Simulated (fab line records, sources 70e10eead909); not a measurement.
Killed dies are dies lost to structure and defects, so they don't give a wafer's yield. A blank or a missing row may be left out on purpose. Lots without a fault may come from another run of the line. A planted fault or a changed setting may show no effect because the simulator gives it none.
Chamber matching | flow nand_harc | NHARC_P_BONDPAD_DESCUM_11 on rie_diel-02: 4 sister chambers
The step chemistry O2, time 3 s. 4 wafers are shown with their chamber, then 7 later ones without.

WAFERS WITH THEIR CHAMBER
wafer  | chamber | showerhead_plenum_p_Torr (Torr)
L083.6 | 0       | 2.00
L086.2 | 2       | 1.93
L087.1 | 1       | 1.86
L087.2 | 3       | 1.91

WAFERS WITHOUT THEIR CHAMBER
wafer  | showerhead_plenum_p_Torr (Torr)
L087.4 | 2.00
L092.2 | 1.92
L092.3 | 2.00
L092.4 | 1.86
L093.1 | 1.91
L093.3 | 2.00
L093.4 | 1.92

WHICH CHAMBER EACH WENT THROUGH
wafer  | from the rows above     | in truth
L087.4 | 0                       | 0
L092.2 | can't be placed: 2 or 3 | 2
L092.3 | 0                       | 0
L092.4 | 1                       | 1
L093.1 | 3                       | 3
L093.3 | 0                       | 0
L093.4 | can't be placed: 2 or 3 | 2
Placed correctly: 5 of 7. Can't be placed from these rows: 2 (the true chamber is among the candidates in 2). Placed wrongly: 0.
How it was worked out, from the rows above alone: a wafer's distance from a chamber is the root of the sum, over the readings, of the square of ((its reading less the chamber's mean) divided by the reading's scatter). The wafer belongs to the nearest chamber; if the next one is less than 2 further off, it can't be placed. A chamber's mean is the mean of its shown wafers. The scatter: with one shown wafer a chamber, the root of the mean of the squares of how far each hidden wafer lies from its nearest shown one.
